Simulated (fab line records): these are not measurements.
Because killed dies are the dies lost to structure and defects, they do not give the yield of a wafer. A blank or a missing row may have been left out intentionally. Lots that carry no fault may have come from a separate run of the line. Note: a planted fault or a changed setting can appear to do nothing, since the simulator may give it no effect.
Split-lot study    flow n5Finfet    route with 1938 steps; 7 lots, 39 wafers read

== SPLIT DETAILS ==
At N5_DUMMY_GATE_ETCH_37 (etches SOC in N2/H2, target depth 60 nm, overetch 30 nm), the setting sourceW was moved away from the recipe's 840 W on 15 of the 39 wafers read, by -19.1% to +15.1%. All remaining wafers had this setting at the recipe value.

Reading taken at the split's own step.

== THE READING ==
rfVppV, in V, at N5_DUMMY_GATE_ETCH_37 (etches SOC in N2/H2, target depth 60 nm, overetch 30 nm). On this fab line, fault-free wafers typically give 524.4 V with a standard deviation of 2.9 V.

wafer   tool, chamber at the split  sourceW as run, W  against the recipe  rfVppV, V  against lot-mates on the recipe
L076.1  rieDiel-03, 2               840                recipe              527.6      -
L076.2  rieDiel-03, 3               840                recipe              523.4      -
L076.3  rieDiel-03, 1               881.5              +4.9%               516.9      -7.4
L076.4  rieDiel-03, 0               881.5              +4.9%               512.4      -11.9
L076.5  rieDiel-03, 2               881.5              +4.9%               519.3      -5.0
L076.6  rieDiel-03, 3               840                recipe              522.0      -
L081.1  rieDiel-04, 3               942.1              +12.2%              500.9      -23.5
L081.2  rieDiel-04, 2               942.1              +12.2%              504.8      -19.6
L081.3  rieDiel-04, 0               840                recipe              525.8      -
L081.4  rieDiel-04, 1               942.1              +12.2%              502.5      -21.9
L081.5  rieDiel-04, 2               840                recipe              526.5      -
L081.6  rieDiel-04, 3               840                recipe              520.9      -
L085.1  rieDiel-03, 0               840                recipe              520.9      -
L085.2  rieDiel-03, 3               966.8              +15.1%              499.8      -23.5
L085.3  rieDiel-03, 1               966.8              +15.1%              501.0      -22.3
L085.4  rieDiel-03, 2               840                recipe              528.1      -
L085.5  rieDiel-03, 1               966.8              +15.1%              501.4      -21.9
L085.6  rieDiel-03, 0               840                recipe              521.0      -
L086.1  rieDiel-04, 3               840                recipe              520.7      -
L086.2  rieDiel-04, 2               840                recipe              526.2      -
L086.3  rieDiel-04, 0               840                recipe              526.0      -
L086.4  rieDiel-04, 2               840                recipe              526.9      -
L086.5  rieDiel-04, 0               840                recipe              525.9      -
L086.6  rieDiel-04, 3               840                recipe              521.0      -
L090.1  rieDiel-03, 0               840                recipe              518.9      -
L090.5  rieDiel-03, 3               840                recipe              523.1      -
L090.6  rieDiel-03, 0               840                recipe              520.3      -
L091.1  rieDiel-04, 3               840                recipe              520.4      -
L091.2  rieDiel-04, 1               679.8              -19.1%              559.9      +37.8
L091.3  rieDiel-04, 2               679.8              -19.1%              562.8      +40.7
L091.4  rieDiel-04, 0               840                recipe              524.3      -
L091.5  rieDiel-04, 1               840                recipe              521.6      -
L091.6  rieDiel-04, 2               679.8              -19.1%              564.2      +42.1
L097.1  rieDiel-01, 1               935.5              +11.4%              509.6      -16.3
L097.2  rieDiel-01, 3               840                recipe              525.2      -
L097.3  rieDiel-01, 0               935.5              +11.4%              508.6      -17.3
L097.4  rieDiel-01, 2               840                recipe              523.7      -
L097.5  rieDiel-01, 0               840                recipe              528.7      -
L097.6  rieDiel-01, 1               935.5              +11.4%              509.4      -16.5

FIT RESULTS
A straight line over all 39 wafers: rfVppV changes by -1.76 V for each +1% of sourceW; r = -0.98; the points scatter about the line by 3.2 V.
The same after taking each lot's own level away (the mean of its wafers on the recipe; 39 wafers): -1.83 V for each +1%; r = -0.98; scatter 3 V.
That fit puts the effect of the largest move of sourceW on the reading at 35 V.
From 520.77 to 525.87 V: that is the span of the lots' own levels, equal to 1.8 times the standard deviation above.
Hence the lot-to-lot level has little effect on the slope; both slopes agree.
Check: +35.6 V against its lot-mates is what the line predicts for one of the wafers moved furthest among these (-19.1%) when that wafer is left out of the fit. It came out at +37.8 V against them.
Tool readings at the split's step, against how far the setting was moved: rfVppV r = -0.98.

== FURTHER SPLITS ON THESE WAFERS ==
These wafers also went through other splits before the reading. Each is held against what the fit with the lots' levels taken away leaves over:
other split on the same wafers   wafers away from the commonest value  r with rfVppV (lot level and that fit taken away)
N5_DUMMY_GATE_CVD_03 targetThkA  30                                    -0.03

== THE WHOLE CHAIN: every reading that the file lists as answering this split, in the file's order ==
step                   what it does                                             reading                                                                             change (the file's fit)               r (the file's)
N5_DUMMY_GATE_ETCH_37  etches SOC in N2/H2, target depth 60 nm, overetch 30 nm  rfVppV                                                                              -1.79 V for each +1% of the setting   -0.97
N5_DUMMY_GATE_ETCH_37  etches SOC in N2/H2, target depth 60 nm, overetch 30 nm  SiARC_of_DUMMY_GATE_COAT_35.thkNm (the simulator's own value, which no gauge read)  -0.03 nm for each +1% of the setting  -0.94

== FILE'S OWN FIT ==
rfVppV changes by -1.79 V for each +1% of sourceW, r = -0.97.
